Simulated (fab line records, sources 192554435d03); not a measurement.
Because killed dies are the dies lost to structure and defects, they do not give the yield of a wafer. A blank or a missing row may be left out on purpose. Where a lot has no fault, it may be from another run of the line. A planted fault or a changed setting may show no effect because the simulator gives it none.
One fault seen from 3 desks -- flow n5_finfet -- only its own numbers are on each desk; what lay behind them is given at the end

## THE DEFECT DESK
Lot by lot, what the route's inspections counted, given as the mean of those sampled wafers with a number. The brackets show how far a lot's mean lies from the usual mean; more than 4 standard deviations puts the lot out of limits, marked OUT.
Columns: A = raw_defect_count at N5_BEOL_M1_INSPECT_13, usual 396
lot,first seen here,A
L791,day 8 07:18,288
L792,day 8 14:14,329
L793,day 8 17:17,605
L797,day 9 22:32,388
L800,day 10 23:05,512
L802,day 11 05:32,308
L804,day 11 10:43,313
L803,day 11 11:20,308
L805,day 11 17:59,311
This desk found nothing out of limits on any of the 9 lots.

## FROM THE METROLOGY DESK
Means of the sampled wafers that have a number, per lot and without regard to the tool the lot ran on: this is what the gauges read. The brackets show how far a lot's mean lies from the usual mean; more than 4 standard deviations puts the lot out of limits, marked OUT. Only the readings that lie furthest out on some lot appear, 7 of the 10 it has.
Columns: A = DIBL_N at N5_BEOL_M4_RC_MEAS_101, usual 36.3 mV/V; B = IOFF_N at N5_BEOL_M4_RC_MEAS_101, usual 0.16 nA/um; C = ION_N at N5_BEOL_M4_RC_MEAS_101, usual 672 uA/um; D = ION_P at N5_BEOL_M4_RC_MEAS_101, usual 459 uA/um; E = SS_N at N5_BEOL_M4_RC_MEAS_101, usual 71.6 mV/dec; F = SS_P at N5_BEOL_M4_RC_MEAS_101, usual 73.3 mV/dec; G = VT_N at N5_BEOL_M4_RC_MEAS_101, usual 250 mV
lot,first seen here,A,B,C,D,E,F,G
L791,day 11 02:29,38.7,0.19,675,456,72.6,73.4,250
L797,day 12 22:51,34.9,0.15,661,455,71.2,72.9,251
L802,day 13 08:12,35.0,0.16,683,458,71.4,72.9,248
L804,day 14 01:46,35.0,0.14,671,459,71.1,72.8,253
L803,day 14 05:52,38.4,0.21,690,468,72.3,74.3,245
L800,day 14 07:01,36.8,0.20,675,458,71.8,74.1,247
L805,day 14 14:23,36.7,0.19,681,460,71.9,73.0,246
This desk found nothing out of limits on any of the 7 lots.

## FOR THE TOOL OWNER'S DESK: ald_sin-02
The tool's own readings at N5_BEOL_M1_ALD_98 (deposits SiO2, target thk 2.5 nm, pulse time 1 s, co reactant pulse time 1 s): means of the sampled wafers that have a number, for each lot that ran on this tool. The brackets show how far a lot's mean lies from the usual mean; more than 4 standard deviations puts the lot out of limits, marked OUT.
Columns: A = chamber_pressure_Torr at N5_BEOL_M1_ALD_98, usual 2.000 Torr; B = heater_power_w at N5_BEOL_M1_ALD_98, usual 79 W; C = precursor_pulse_height_rel at N5_BEOL_M1_ALD_98, usual 0.999
lot,first seen here,A,B,C
L791,day 8 09:07,1.997,75,1.011
L797,day 9 23:58,1.999,81,0.991
L805,day 11 19:14,2.000,77,1.000
This desk found nothing out of limits on any of the 3 lots.

## PUT TOGETHER
Nothing out of limits was seen by the defect desk.
From the metrology desk's view, nothing was out of limits.
The tool owner's desk saw nothing out of limits.

## WHAT WAS PUT IN BY THE SIMULATOR
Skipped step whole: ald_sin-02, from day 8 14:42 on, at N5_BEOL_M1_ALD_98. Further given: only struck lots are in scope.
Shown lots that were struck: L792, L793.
